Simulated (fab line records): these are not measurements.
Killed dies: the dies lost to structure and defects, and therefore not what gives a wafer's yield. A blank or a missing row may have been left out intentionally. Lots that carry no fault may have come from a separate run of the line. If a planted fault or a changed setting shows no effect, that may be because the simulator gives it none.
Comparing a struck lot with a sound one | flow n5_finfet | 40 steps out of a route of 1938
Sound: wafers L793.3, L793.4, L793.5. Wafers L794.2, L794.4, L794.6 were the ones struck. The cause is named last.
Per side, at each step with rows, come the tool, then ch with its chambers, and then its first start. Under that, the readings that differ: sound wafers | struck wafers | difference of the means | sigmas: that difference in standard deviations of wafers without a fault.
alike: words and numbers the same on both sides, and readings whose means are apart by under 2 such deviations; not compared: readings that were withheld, readings missing a value for some wafer, numbers with overlapping values and no deviation given by the record, and bounds like >300 which may hide the same value.
The two part at a step that has a row with sigmas, a row that says differs or no value, or rows on one side only. Numbers that have no deviation but don't overlap get no sigmas and don't part them. Lack of a reading on every wafer of one side parts them only where that side has two or more wafers.

first, 9 steps without rows for these wafers: N5_FIN_SAQP_EBR_12; N5_FIN_SAQP_SOFTBAKE_11 (time 60 s); N5_FIN_SAQP_EXPOSE_13 (exposes mask FIN CORE, target cd 35.6 nm); N5_FIN_SAQP_PEB_14 (peb time 60 s); N5_FIN_SAQP_DEVELOP_15 (develop time 30 s); N5_FIN_SAQP_DESCUM_21 (chemistry O2, time 7.9 s); N5_FIN_SAQP_ETCH_51 (etches SiARC in CF4, target depth 45.5 nm, time 75.8 s); N5_FIN_SAQP_ETCH_52 (etches SOC in N2/H2, target depth 100 nm, overetch 20 nm, time 150 s); N5_FIN_SAQP_STRIP_53 (strips in N2/H2).
N5_FIN_SAQP_HM_OPEN_73: chemistry CHF3/O2, target SiO2, stops on a-Si, target depth 12 nm, time 16.8 s.
  sound on rie_diel-06 ch 0,2,3, day 7 10:46; struck on rie_diel-01 ch 2,3, day 7 16:02
  reading                     | sound       | struck      | difference | sigmas
  drypump_motor_current_A (A) | 4.9 5.2 5.0 | 5.1 6.5 6.5 | +1.0       | +2
  alike: oes_product_au, rf_vpp_V, showerhead_plenum_p_Torr, throttle_valve_pct
  not compared: rf_hours_counter_h
then, 26 steps without rows for these wafers: N5_FIN_SAQP_STRIP_74 (strips in CHF3/O2); N5_FIN_SAQP_MANDREL_ETCH_22 (etches a-Si in HBr/Cl2, stops on SiNx, target depth 60 nm, bt time 10 s, time 30 s); N5_FIN_SAQP_STRIP_55 (strips in N2/H2); N5_FIN_SAQP_STRIP_23 (strips in SPM, time 750 s); N5_FIN_SAQP_SRD_66 (time 30 s); N5_FIN_SAQP_RECESS_75 (chemistry HF/NH3, target SiO2, target depth 14.4 nm, afs cycles 3, sublimation time 60 s); N5_FIN_SAQP_SPACER1_ALD_24 (deposits SiO2, target thk 20.3 nm, pulse time 1 s, purge time 2 s); N5_FIN_SAQP_SPACER1_ETCHBACK_25 (etches SiO2 in CHF3/O2, target depth 24.4 nm, time 12.2 s); N5_FIN_SAQP_MANDREL1_REMOVE_56 (chemistry HBr/Cl2/O2, target a-Si, stops on SiNx, bt time 10 s); N5_FIN_SAQP_ETCH_57 (etches SiNx in CH3F/O2, target depth 32.5 nm, time 46.4 s); N5_FIN_SAQP_ETCH_65 (etches SiO2 in CF4, target depth 4 nm, time 4.4 s); N5_FIN_SAQP_MANDREL_ETCH_58 (etches a-Si in HBr/Cl2, stops on SiNx, target depth 45 nm, bt time 10 s, time 27 s); N5_FIN_SAQP_RECESS_63 (chemistry HF/NH3, target SiO2, target depth 18 nm, afs cycles 3, sublimation time 60 s); N5_FIN_SAQP_COAT_68 (time 60 s, resist thk 100 nm); N5_FIN_SAQP_ETCH_69 (etches SOC in N2/H2, stops on SiNx, target depth 150 nm); N5_FIN_SAQP_ETCH_67 (etches SiNx in CH3F/O2, target depth 30 nm); N5_FIN_SAQP_STRIP_70 (strips in N2/H2); N5_FIN_SAQP_RECESS_71 (chemistry HF/NH3, target SiO2, target depth 3 nm, afs cycles 1, sublimation time 60 s); N5_FIN_SAQP_SPACER2_ALD_28 (deposits SiO2, target thk 8.1 nm, pulse time 1 s, purge time 2 s); N5_FIN_SAQP_SPACER2_ETCHBACK_29 (etches SiO2 in CHF3/O2, target depth 12.2 nm, time 6.1 s); N5_FIN_SAQP_MANDREL2_REMOVE_60 (chemistry HBr/Cl2/O2, target a-Si, stops on SiNx, bt time 10 s); N5_FIN_SAQP_HM_OPEN_33 (chemistry CH3F/O2, target SiNx, target depth 49.4 nm, time 70.6 s); N5_FIN_SAQP_ETCH_34 (etches SiO2 in C4F6/O2, target depth 45 nm, time 15 s); N5_FIN_SAQP_STRIP_77 (strips in N2/H2, time 90 s); N5_FIN_SAQP_ETCH_64 (etches SiO2 in CF4, target depth 1.5 nm); N5_FIN_SAQP_FIN_ETCH_36 (etches the open film in HBr/Cl2/O2, target depth 120 nm, time 50.4 s).
N5_FIN_SAQP_INSPECT_40: inspects for defects (brightfield).
  struck on defect_inspect-01, day 7 20:02; sound on defect_inspect-02, day 7 14:58
  reading          | sound       | struck      | difference | sigmas
  raw_defect_count | 254 204 206 | 500 550 645 | +344       | +6
N5_FIN_CUT_INSPECT_10: inspects for defects (brightfield).
  struck on defect_inspect-01, day 7 20:34; sound on defect_inspect-02, day 7 15:21
  reading          | sound    | struck      | difference | sigmas
  raw_defect_count | 40 38 38 | 343 318 321 | +289       | +26
N5_FIN_CUT_INSPECT_17: inspects for defects (brightfield).
  struck on defect_inspect-01, day 7 21:48; sound on defect_inspect-01, day 7 16:28
  reading          | sound       | struck      | difference | sigmas
  raw_defect_count | 264 192 199 | 479 544 627 | +332       | +6
N5_PASSIVATION_PROBE_49:
  sound wafers here have rows in the record (prober-01, day 17 08:59); struck ones have none

## WHERE THEY PART
Last at N5_PASSIVATION_PROBE_49 as far as this record goes, first at N5_FIN_SAQP_HM_OPEN_73.

WHY: whatever the simulator had introduced
Chamber particle source: rie_diel-01, from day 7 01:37 on, at N5_FIN_SAQP_HM_OPEN_73. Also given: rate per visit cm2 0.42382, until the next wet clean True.
